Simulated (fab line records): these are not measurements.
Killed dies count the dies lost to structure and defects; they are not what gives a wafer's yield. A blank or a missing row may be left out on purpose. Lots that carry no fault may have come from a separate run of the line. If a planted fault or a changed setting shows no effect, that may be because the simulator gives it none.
fab line records    flow n5_finfet    part 2 of 2: steps 29 to 35 of 35
record lots=5  wafers=15  last_day=18
route steps=1938 shown BEOL_M5@1179 BEOL_M6@1194
lots with no fault: from the same line, run without faults
start_h: hours from the record's first day to the start of the lot's first wafer shown    wait_h: hours elapsed since this lot's preceding step    " as in the row above    L1.1+2: a row that stands for several wafers    - no value, or no start was given    * or withheld: withheld    < > ~ a bound
route shown NAME@n: a module of which the file shows steps, and the number in the route of the first    usual: mean/standard deviation of fault-free wafers    same: alike in all rows    chamber/n: place in a boat    sites: per-site readings    _std_site: the values' standard deviation    _edge_site: the outer-site mean with the inner-site mean subtracted    radius_mm: how far each site lies from the wafer's centre    mask NAME#n: copy n    behind: tool/chamber where the wafer was last shaped    hold: why the lot went on hold/how many hours it stayed there/how the hold came to an end    device: which transistor (n, p or np) failed to switch    end of line: the same wafers' tests at the end of the route    a step given without rows: its recipe and nothing more    killed: count of dies lost to structure and defects at first sort (not the wafer's yield)    map: a wafer's dies, x killed, . not, _ none there
set.NAME: the setting as run; set.NAME@STEP: as run at that earlier step    model.NAME: the simulator's own value behind a step, which no gauge read
lots at some steps of the route; a table a step, a row a wafer
services: the hour from which a tool's chamber was out of use, counted from the record's first day as start_h (under 0 if before that day), plus the number of hours and why
## steps
# step N5_BEOL_M6_CD_MEAS_11
# recipe target_cd_nm=38.5  landing_energy_ev=500  detector=se_inlens  polarity=opening
# usual cd_nm=38.4/0.5
lot.wafer  tool       chamber  start_h  wait_h  cd_nm
L080.1     cd_sem-02  0        214.35   -       37.7
L080.5     "          0        "        "       38.3
L080.6     "          0        "        "       38.5
L084.3     cd_sem-03  0        246.50   -       37.4
L084.4     "          0        "        "       37.9
L084.6     "          0        "        "       37.9
L091.1     cd_sem-01  0        276.13   -       38.1
L091.2     "          0        "        "       38.0
L091.3     "          0        "        "       37.6
L090.3     cd_sem-01  0        280.16   -       38.6
L090.4     "          0        "        "       38.5
L090.5     "          0        "        "       38.2
L097.2     cd_sem-01  0        331.36   -       38.9
L097.3     "          0        "        "       38.0
L097.5     "          0        "        "       39.3
# step N5_BEOL_M6_OVL_MEAS_12
# recipe points_per_wafer=44
# usual M6_OVL=0.2/0.76
lot.wafer  tool        chamber  start_h  wait_h  M6_OVL[nm]
L080.1     overlay-01  0        214.38   0.0     -1.1
L080.5     "           0        "        "       0.0
L080.6     "           0        "        "       -0.5
L084.3     overlay-02  0        246.53   0.0     0.8
L084.4     "           0        "        "       1.0
L084.6     "           0        "        "       0.8
L091.1     overlay-01  0        276.16   0.0     0.5
L091.2     "           0        "        "       0.8
L091.3     "           0        "        "       -0.3
L090.3     overlay-01  0        280.18   0.0     -0.1
L090.4     "           0        "        "       0.2
L090.5     "           0        "        "       -0.2
L097.2     overlay-02  0        331.38   0.0     0.4
L097.3     "           0        "        "       0.9
L097.5     "           0        "        "       1.0
# step N5_BEOL_M6_INSPECT_13
# recipe mode=adi  inspect_instrument=brightfield
# usual raw_defect_count=412/110
lot.wafer  tool               chamber  start_h  wait_h  raw_defect_count
L080.1     defect_inspect-02  -        214.40   0.0     274
L080.5     "                  -        "        "       376
L080.6     "                  -        "        "       345
L084.3     defect_inspect-01  -        246.56   0.0     536
L084.4     "                  -        "        "       588
L084.6     "                  -        "        "       576
L091.1     defect_inspect-01  -        276.19   0.0     491
L091.2     "                  -        "        "       356
L091.3     "                  -        "        "       323
L090.3     defect_inspect-02  -        280.21   0.0     290
L090.4     "                  -        "        "       443
L090.5     "                  -        "        "       476
L097.2     defect_inspect-01  -        331.41   0.0     309
L097.3     "                  -        "        "       457
L097.5     "                  -        "        "       278
# step N5_BEOL_M6_DESCUM_16
# recipe chemistry=O2  time_s=7.9  source_power_w=50  bias_power_w=20  pressure_mtorr=20  rf_frequency_hz=2.712e+07  temp_c=40  resist=CAR-ArF  o2_flow_sccm=225
# usual drypump_motor_current_A=5.8/0.43  oes_product_au=0.78/0.099  rf_vpp_V=243.4/1.3  showerhead_plenum_p_Torr=2.10/0.079  throttle_valve_pct=20.39/0.21
lot.wafer  tool         chamber  start_h  wait_h  drypump_motor_current_A  oes_product_au  rf_hours_counter_h  rf_vpp_V  showerhead_plenum_p_Torr  throttle_valve_pct
L080.1     rie_diel-01  1        214.48   0.1     6.1                      0.70            208                 242.8     2.05                      20.50
L080.5     "            3        "        "       5.3                      0.71            -                   243.6     2.06                      20.38
L080.6     "            2        "        "       6.3                      0.67            -                   245.1     2.14                      20.36
L084.3     rie_diel-01  3        246.87   0.3     5.3                      0.69            244                 243.0     2.06                      20.41
L084.4     "            3        "        "       5.3                      0.69            -                   243.2     2.06                      20.39
L084.6     "            0        "        "       5.5                      0.77            -                   242.8     2.11                      20.32
L091.1     rie_diel-01  1        276.22   0.0     6.1                      0.69            233                 243.0     2.04                      20.52
L091.2     "            0        "        "       5.4                      0.77            120                 241.8     2.11                      20.35
L091.3     "            2        "        "       6.4                      0.96            8                   243.1     2.13                      19.97
L090.3     rie_diel-05  3        280.29   0.1     5.1                      0.69            244                 244.1     2.05                      20.47
L090.4     "            1        "        "       6.6                      0.90            46                  245.4     2.24                      20.62
L090.5     "            1        "        "       6.6                      0.90            -                   243.8     2.24                      20.64
L097.2     rie_diel-01  0        332.06   0.6     5.5                      0.74            142                 243.2     2.10                      20.39
L097.3     "            2        "        "       6.4                      0.89            -                   244.0     2.12                      20.03
L097.5     "            0        "        "       5.5                      0.74            -                   242.0     2.10                      20.38
# step N5_BEOL_M6_ETCH_61
# recipe chemistry=CF4  target=SiARC  target_depth_a=455  mask_material=CAR-ArF  time_s=75.8  ion_energy_ev=80  pressure_mtorr=40  source_w=545  bias_w=36  Ar_flow_sccm=100  cf4_flow_sccm=100  ends=cleared
# usual drypump_motor_current_A=5.8/0.43  etch_rf_on_time_s=76.2/1.9  oes_product_au=0.67/0.087  rf_vpp_V=184.1/1.2  showerhead_plenum_p_Torr=2.15/0.068  throttle_valve_pct=15.61/0.25
lot.wafer  tool         chamber  start_h  wait_h  drypump_motor_current_A  etch_rf_on_time_s  oes_product_au  rf_hours_counter_h  rf_vpp_V  showerhead_plenum_p_Torr  throttle_valve_pct
L080.1     rie_diel-01  1        214.52   0.0     6.1                      78.8               0.60            208                 184.0     2.13                      15.96
L080.5     "            3        "        "       5.3                      76.8               0.60            -                   183.4     2.12                      15.69
L080.6     "            2        "        "       6.4                      74.7               0.57            -                   184.3     2.19                      15.66
L084.3     rie_diel-01  3        246.90   0.0     5.3                      75.9               0.60            244                 184.1     2.11                      15.71
L084.4     "            3        "        "       5.3                      75.5               0.60            -                   185.5     2.11                      15.71
L084.6     "            0        "        "       5.5                      76.5               0.65            -                   185.0     2.15                      15.43
L091.1     rie_diel-01  1        276.26   0.0     6.1                      77.6               0.58            233                 183.7     2.12                      16.00
L091.2     "            0        "        "       5.4                      76.2               0.64            120                 182.9     2.14                      15.43
L091.3     "            2        "        "       6.3                      72.6               0.82            8                   184.6     2.18                      15.18
L090.3     rie_diel-05  3        280.33   0.0     5.1                      76.6               0.59            244                 184.1     2.12                      15.78
L090.4     "            1        "        "       6.6                      74.1               0.77            46                  185.2     2.28                      15.70
L090.5     "            1        "        "       6.6                      74.4               0.78            -                   185.4     2.28                      15.70
L097.2     rie_diel-01  0        332.11   0.0     5.4                      77.3               0.63            142                 185.4     2.14                      15.47
L097.3     "            2        "        "       6.4                      73.2               0.76            -                   184.4     2.17                      15.24
L097.5     "            0        "        "       5.4                      78.1               0.62            -                   183.2     2.14                      15.48
# step N5_BEOL_M6_ETCH_62
# recipe chemistry=N2/H2  target=SOC  target_depth_a=1100  overetch_a=220  mask_material=SiARC  temp_c=40  time_s=165  ion_energy_ev=200  pressure_mtorr=30  source_w=840  bias_w=150  n2_flow_sccm=200  h2_flow_sccm=200
# usual drypump_motor_current_A=5.8/0.43  oes_product_au=0.66/0.078  rf_vpp_V=524.1/2.5  showerhead_plenum_p_Torr=2.56/0.082  throttle_valve_pct=17.80/0.27
lot.wafer  tool         chamber  start_h  wait_h  drypump_motor_current_A  oes_product_au  rf_hours_counter_h  rf_vpp_V  showerhead_plenum_p_Torr  throttle_valve_pct
L080.1     rie_diel-01  1        214.58   0.0     6.1                      0.61            208                 522.5     2.53                      18.17
L080.5     "            3        "        "       5.3                      0.61            -                   523.9     2.52                      17.87
L080.6     "            2        "        "       6.3                      0.57            -                   524.9     2.60                      17.74
L084.3     rie_diel-01  3        246.96   0.0     5.3                      0.60            244                 523.6     2.52                      17.89
L084.4     "            3        "        "       5.3                      0.59            -                   520.9     2.52                      17.89
L084.6     "            0        "        "       5.5                      0.65            -                   524.6     2.56                      17.65
L091.1     rie_diel-01  1        276.31   0.0     6.1                      0.59            233                 523.0     2.52                      18.21
L091.2     "            0        "        "       5.5                      0.64            120                 525.6     2.55                      17.68
L091.3     "            2        "        "       6.3                      0.79            8                   524.5     2.60                      17.31
L090.3     rie_diel-05  3        280.38   0.0     5.1                      0.59            244                 522.6     2.48                      17.81
L090.4     "            1        "        "       6.6                      0.76            46                  528.1     2.72                      18.01
L090.5     "            1        "        "       6.6                      0.75            -                   529.5     2.72                      18.02
L097.2     rie_diel-01  0        332.20   0.1     5.5                      0.63            142                 524.3     2.54                      17.70
L097.3     "            2        "        "       6.4                      0.75            -                   525.5     2.59                      17.35
L097.5     "            0        "        "       5.4                      0.63            -                   524.1     2.54                      17.71
# step N5_BEOL_M6_STRIP_68
# recipe chemistry=N2/H2  temp_c=40  n2_flow_sccm=200  h2_flow_sccm=200  rf_frequency_hz=6e+07
lot.wafer   tool         chamber  start_h  wait_h
L080.1+5+6  rie_diel-01  1,3,2    214.71   0.1
L084.3+4+6  rie_diel-01  3,3,0    247.09   0.1
L091.1+2+3  rie_diel-01  1,0,2    276.45   0.1
L090.3+4+5  rie_diel-05  3,1,1    280.52   0.1
L097.2+3+5  rie_diel-01  0,2,0    332.40   0.1
## services
tool             chamber  start_h  hours  kind
pecvd-02         -        185.19   4.3    pm
cmp-04           -        190.31   1.1    repair
cmp-01           -        197.77   4.0    pm
pecvd-01         2        207.56   17.3   repair
pecvd-03         -        212.33   5.2    repair
cmp-04           -        212.95   18.4   pm
arfi_scanner-02  -        214.74   3.7    repair
cvd_co-02        -        215.16   6.9    pm
cvd_co-01        0        215.84   2.9    repair
arfi_scanner-01  -        217.48   1.0    pm
arfi_scanner-02  -        218.90   6.0    pm
rie_diel-05      1        221.26   6.6    repair
arfi_scanner-01  -        224.61   0.8    repair
arfi_scanner-02  -        226.40   0.2    repair
cvd_co-02        -        228.18   3.4    repair
arfi_scanner-01  -        244.63   1.3    pm
rie_diel-01      2        252.91   7.8    repair
pecvd-03         -        266.75   2.8    pm
uv_cure-03       -        278.67   7.5    pm
pecvd-01         -        294.03   5.5    pm
pvd_sputter-01   -        297.03   20.4   repair
cvd_co-02        1        301.85   14.9   repair
arfi_scanner-01  -        320.41   0.8    pm
rie_diel-01      3        331.39   3.3    repair
